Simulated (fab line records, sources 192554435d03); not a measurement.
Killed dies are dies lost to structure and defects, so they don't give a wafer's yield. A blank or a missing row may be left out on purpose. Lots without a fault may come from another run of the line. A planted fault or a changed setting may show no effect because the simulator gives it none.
fab line records | flow n5_finfet | part 2 of 2: steps 24 to 33 of 33
record lots=5 wafers=15 last_day=17
route steps=1938 shown SD_EPI_N@289 SD_EPI_P@295
lots that met no fault: from a run of the same line without faults
start_h: hours from the record's first day to the start of the lot's first wafer shown | wait_h: hours since the lot's step before | " the same as in the row above | L1.1+2: a row that stands for several wafers | - no value, or no start given | * or withheld: withheld | < > ~ a bound
route shown NAME@n: a module of which the file shows steps, and the number in the route of the first | usual: mean/standard deviation of fault-free wafers | same: alike in all rows | chamber/n: place in a boat | sites: the reading at each site | _std_site: their standard deviation | _edge_site: outer sites' mean less inner sites' | radius_mm: how far each site lies from the wafer's centre | mask NAME#n: copy n | behind: the tool/chamber that last shaped the wafer | hold: why the lot was held/for how many hours/how that ended | device: the transistor (n, p or np) that didn't switch | end of line: the same wafers' tests at the end of the route | a step without rows: its recipe alone | killed: dies lost to structure and defects at the first sort, not the wafer's yield | map: a wafer's dies, x killed, . not, _ none there
set.NAME: the setting as run; set.NAME@STEP: as run at that earlier step | model.NAME: the simulator's own value behind a step, which no gauge read
lots at some steps of the route; a table a step, a row a wafer
services: from which hour (start_h, from the record's first day; less than 0 if before it) a tool's chamber was out of use, for how many hours, and why
## steps
# step N5_SD_EPI_P_ETCH_16
# recipe chemistry=CHF3/O2 target=SiO2 target_depth_a=50 mask_material=SOC pressure_mtorr=30 source_w=650 bias_w=170 Ar_flow_sccm=200 CHF3_flow_sccm=50 O2_flow_sccm=5 ion_energy_ev=200
# usual drypump_motor_current_A=5.8/0.33 oes_product_au=0.82/0.079 rf_vpp_V=523/7.2 showerhead_plenum_p_Torr=2.43/0.095 throttle_valve_pct=18.80/0.22
# columns lot.wafer tool chamber start_h wait_h drypump_motor_current_A oes_product_au rf_hours_counter_h rf_vpp_V showerhead_plenum_p_Torr throttle_valve_pct
L086.2 rie_diel-02 1 129.39 0.1 5.6 0.91 29 516 2.56 18.53
L086.5 " 3 " " 5.8 0.85 - 522 2.56 18.45
L086.6 " 2 " " 6.5 0.81 - 515 2.33 19.13
L091.2 rie_diel-06 3 157.22 0.1 5.6 0.76 153 533 2.49 18.75
L091.4 " 2 " " 6.0 0.83 73 528 2.54 18.68
L091.6 " 3 " " 5.6 0.76 - 533 2.49 18.75
L092.3 rie_diel-02 0 164.53 0.1 5.1 0.76 152 528 2.53 19.21
L092.4 " 2 " " 6.5 0.80 75 515 2.32 19.16
L092.5 " 0 " " 5.1 0.76 - 526 2.53 19.22
L095.1 rie_diel-04 3 181.47 0.1 6.0 0.91 24 513 2.45 18.93
L095.4 " 1 " " 5.5 0.70 211 531 2.39 18.96
L095.6 " 2 " " 5.4 0.82 - 518 2.33 19.01
L096.3 rie_diel-06 2 185.47 0.1 6.0 0.82 83 529 2.53 18.70
L096.4 " 0 " " 5.6 0.72 - 521 2.29 18.98
L096.6 " 3 " " 5.6 0.75 - 534 2.49 18.77
# step N5_SD_EPI_P_STRIP_50
# recipe chemistry=CHF3/O2 resist=SiARC rf_frequency_hz=6e+07
# columns lot.wafer tool chamber start_h wait_h
L086.2+5+6 rie_diel-02 1,3,2 129.43 0.0
L091.2+4+6 rie_diel-06 3,2,3 157.26 0.0
L092.3+4+5 rie_diel-02 0,2,0 164.57 0.0
L095.1+4+6 rie_diel-04 3,1,2 181.51 0.0
L096.3+4+6 rie_diel-06 2,0,3 185.51 0.0
# step N5_SD_EPI_P_SD_RECESS_17
# recipe chemistry=HBr/Cl2/O2 target_depth_a=391 bt_time_s=3 pressure_mtorr=10 icp_w=800 bias_w=112 HBr_flow_sccm=150 Cl2_flow_sccm=80 O2_flow_sccm=12
# usual drypump_motor_current_A=5.6/0.39 mfc_cl2_sccm=79.93/0.25 oes_product_au=1.002/0.02 throttle_valve_pct=37.1/0.39
# columns lot.wafer tool chamber start_h wait_h drypump_motor_current_A mfc_cl2_sccm oes_product_au rf_hours_counter_h throttle_valve_pct
L086.2 rie_si-03 3 129.46 0.0 5.7 79.48 1.018 136 36.8
L086.5 " 0 " " 5.5 79.88 1.006 - 37.2
L086.6 " 1 " " 5.4 80.26 0.960 - 36.5
L091.2 rie_si-01 3 157.29 0.0 5.8 79.80 0.992 183 37.6
L091.4 " 1 " " 5.1 79.67 0.966 183 36.8
L091.6 " 2 " " 5.7 80.09 1.004 - 37.7
L092.3 rie_si-03 3 164.61 0.0 5.6 79.90 1.021 137 36.8
L092.4 " 2 " " 6.1 80.40 0.982 - 37.5
L092.5 " 0 " " 5.5 79.72 1.018 - 37.2
L095.1 rie_si-01 1 181.54 0.0 5.1 80.39 0.979 183 36.8
L095.4 " 3 " " 5.8 80.04 0.992 183 37.6
L095.6 " 0 " " 5.3 79.86 1.021 - 36.8
L096.3 rie_si-01 3 185.54 0.0 5.8 79.79 0.998 183 37.6
L096.4 " 0 " " 5.3 80.24 1.027 45 36.8
L096.6 " 2 " " 5.7 80.07 1.012 - 37.7
# step N5_SD_EPI_P_WET_ETCH_45
# recipe chemistry=dHF dilution=withheld time_s=10.7 target=SiO2 target_depth_a=20 temp_c=25 dry=ipa_marangoni rinse_time_s=30 rinse_temp_c=23
# columns lot.wafer tool chamber start_h wait_h
L086.2+5+6 wet_bench-05 4,5,0 129.55 0.1
L091.2+4+6 wet_bench-05 0,4,3 157.39 0.1
L092.3+4+5 wet_bench-02 0,2,3 164.70 0.1
L095.1+4+6 wet_bench-01 1,4,6 181.65 0.1
L096.3+4+6 wet_bench-02 4,5,6 185.64 0.1
# step N5_SD_EPI_P_STRIP_40
# recipe chemistry=N2/H2 power_w=1000 temp_c=250 h2_frac=0.65 overash_fraction=0.3 pressure_mtorr=withheld n2_flow_sccm=1750 h2_flow_sccm=3250
# usual drypump_motor_current_A=5.5/0.31 heater_power_w=378/23 n2_flow_sccm=1750/4.9 oes_product_au=0.762/0.011
# columns lot.wafer tool chamber start_h wait_h drypump_motor_current_A heater_power_w n2_flow_sccm oes_product_au rf_hours_counter_h
L086.2 plasma_asher-01 0 129.60 0.0 5.7 362 1744 0.758 48
L086.5 " 1 " " 5.0 405 1756 0.744 -
L086.6 " 0 " " 5.7 366 1752 0.781 -
L091.2 plasma_asher-01 1 157.44 0.0 5.1 396 1749 0.779 53
L091.4 " 0 " " 5.7 368 1751 0.763 -
L091.6 " 0 " " 5.7 360 1749 0.759 -
L092.3 plasma_asher-01 0 164.77 0.0 5.7 372 1759 0.768 -
L092.4 " 1 " " 5.1 412 1748 0.765 -
L092.5 " 1 " " 5.1 399 1754 0.779 -
L095.1 plasma_asher-02 1 181.70 0.0 5.7 349 1751 0.742 112
L095.4 " 1 " " 5.7 353 1755 0.760 -
L095.6 " 1 " " 5.7 343 1750 0.774 -
L096.3 plasma_asher-01 1 185.71 0.0 5.1 406 1759 0.759 -
L096.4 " 0 " " 5.7 366 1749 0.776 -
L096.6 " 1 " " 5.1 417 1759 0.778 -
# step N5_SD_EPI_P_PRECLEAN_52
# recipe chemistry=O3/DIW time_s=60 temp_c=22 o3_ppm=10
# usual o3_ppm=10.01/0.098
# columns lot.wafer tool chamber start_h wait_h o3_ppm
L086.2 wet_bench-01 6 129.69 - 9.97
L086.5 " 1 " " 10.10
L086.6 " 7 " " 9.93
L091.2 wet_bench-02 7 157.53 - 9.86
L091.4 " 2 " " 10.00
L091.6 " 0 " " 10.15
L092.3 wet_bench-05 7 164.84 - 9.98
L092.4 " 3 " " 9.81
L092.5 " 6 " " 9.83
L095.1 wet_bench-05 3 181.79 - 10.00
L095.4 " 7 " " 10.02
L095.6 " 4 " " 9.95
L096.3 wet_bench-01 1 185.78 - 10.07
L096.4 " 5 " " 9.79
L096.6 " 4 " " 9.97
# step N5_SD_EPI_P_SRD_20
# recipe dry=ipa_marangoni do_ppb=5 time_s=30 temp_c=23 rinse_liquid=diw
# columns lot.wafer tool chamber start_h wait_h
L086.2+5+6 wet_bench-01 6,1,7 129.73 0.0
L091.2+4+6 wet_bench-02 7,2,0 157.55 0.0
L092.3+4+5 wet_bench-05 7,3,6 164.86 0.0
L095.1+4+6 wet_bench-05 3,7,4 181.80 0.0
L096.3+4+6 wet_bench-01 1,5,4 185.80 0.0
# step N5_SD_EPI_P_PRECLEAN_51
# recipe chemistry=NF3:NH3 afs_cycles=1 temp_c=30 time_s=20 sublimation_temp_c=180 sublimation_time_s=60 pressure_torr=3 rf_power_w=30
# columns lot.wafer tool chamber start_h wait_h
L086.2+5+6 epi_rpcvd-04 0 129.86 0.1
L091.2+4+6 epi_rpcvd-04 0 157.63 0.1
L092.3+4+5 epi_rpcvd-01 0 164.99 0.1
L095.1+4+6 epi_rpcvd-04 0 181.85 0.0
L096.3+4+6 epi_rpcvd-02 0 185.91 0.1
# step N5_SD_EPI_P_VAPOR_ETCH_44
# recipe chemistry=NF3/Ar target=SiGe30 temp_c=25 time_s=3.3 mode=isotropic
# columns lot.wafer tool chamber start_h wait_h
L086.2+5+6 epi_rpcvd-04 0 130.18 0.3
L091.2+4+6 epi_rpcvd-04 0 157.87 0.2
L092.3+4+5 epi_rpcvd-01 0 165.23 0.2
L095.1+4+6 epi_rpcvd-04 0 182.09 0.2
L096.3+4+6 epi_rpcvd-02 0 186.09 0.1
# step N5_SD_EPI_P_EPI_21
# recipe material=SiGe:B dopant=B temp_c=550 pressure_torr=20 ambient=H2 time_s=355
# columns lot.wafer tool chamber start_h wait_h
L086.2+5+6 epi_rpcvd-04 0 131.08 0.9
L091.2+4+6 epi_rpcvd-04 0 158.55 0.6
L092.3+4+5 epi_rpcvd-01 0 166.35 1.1
L095.1+4+6 epi_rpcvd-04 0 182.33 0.2
L096.3+4+6 epi_rpcvd-02 0 186.93 0.8
## services
# columns tool chamber start_h hours kind
arfi_scanner-01 - 103.44 0.8 pm
rie_diel-04 0 107.21 - clean
rie_diel-04 0 107.21 - consumable_replace:focus_ring
rie_diel-04 0 107.21 27.2 scheduled_down
rie_diel-04 0 107.21 27.2 vent_cycle
litho_track-03 - 115.09 - consumable_replace:filter
arfi_scanner-01 - 123.49 1.0 pm
rie_diel-02 3 139.39 2.0 repair
rie_diel-04 3 146.43 9.5 repair
arfi_scanner-03 - 146.43 0.5 repair
arfi_scanner-01 - 148.69 3.9 pm
rie_si-03 1 150.75 21.8 repair
arfi_scanner-01 - 154.82 1.1 repair
arfi_scanner-03 - 161.23 1.3 pm
litho_track-01 - 161.72 - consumable_replace:filter
epi_rpcvd-04 - 167.45 8.1 pm
arfi_scanner-03 - 168.26 1.0 pm
litho_track-01 - 175.14 - consumable_replace:filter
rie_diel-06 1 181.26 7.0 repair
ald_sin-03 - 183.57 6.1 pm
plasma_asher-02 - 184.82 2.1 repair
arfi_scanner-03 - 186.39 1.0 pm
rie_diel-06 2 187.71 4.6 repair
